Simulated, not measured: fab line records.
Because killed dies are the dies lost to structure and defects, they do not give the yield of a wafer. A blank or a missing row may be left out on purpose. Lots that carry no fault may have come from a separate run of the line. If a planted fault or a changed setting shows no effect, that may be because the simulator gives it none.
Matching of chambers -- flow n5Finfet -- 4 sister chambers for N5_SPACER0_ALD_07 on aldSin-03
The step deposits SiNx, target thk 2 nm. 8 wafers are shown with their chamber, then 8 later ones without.

## WAFERS, EACH WITH ITS CHAMBER
wafer,chamber,heaterPowerW (W)
L076.1,0,1016
L083.1,1,845
L087.1,1,846
L087.2,0,1006
L088.3,3,887
L088.4,2,770
L088.5,3,869
L089.2,2,777

## WAFERS WITH NO CHAMBER GIVEN
wafer,heaterPowerW (W)
L089.3,836
L089.5,859
L092.1,833
L092.2,1058
L092.5,873
L097.1,869
L097.3,1048
L097.6,849

## WHICH CHAMBER EACH ONE RAN IN
wafer,from the rows above,in truth
L089.3,1,1
L089.5,can't be placed: 1 or 3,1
L092.1,1,1
L092.2,0,0
L092.5,3,3
L097.1,can't be placed: 3 or 1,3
L097.3,0,0
L097.6,1,1
Placed correctly: 6 of 8. These rows do not allow placing 2 (true chamber among the candidates in 2). Wrongly placed: 0.
How it was worked out, from the rows above alone: a wafer's distance from a chamber is the root of the sum, over the readings, of the square of ((its reading less the chamber's mean) divided by the reading's scatter). The wafer belongs to the nearest chamber; if the next one is less than 2 further off, it can't be placed. The mean given for a chamber averages the wafers shown for that chamber. The scatter: the root of (the sum of the squares of (reading less its chamber's mean) over the shown wafers, divided by (wafers less chambers)).
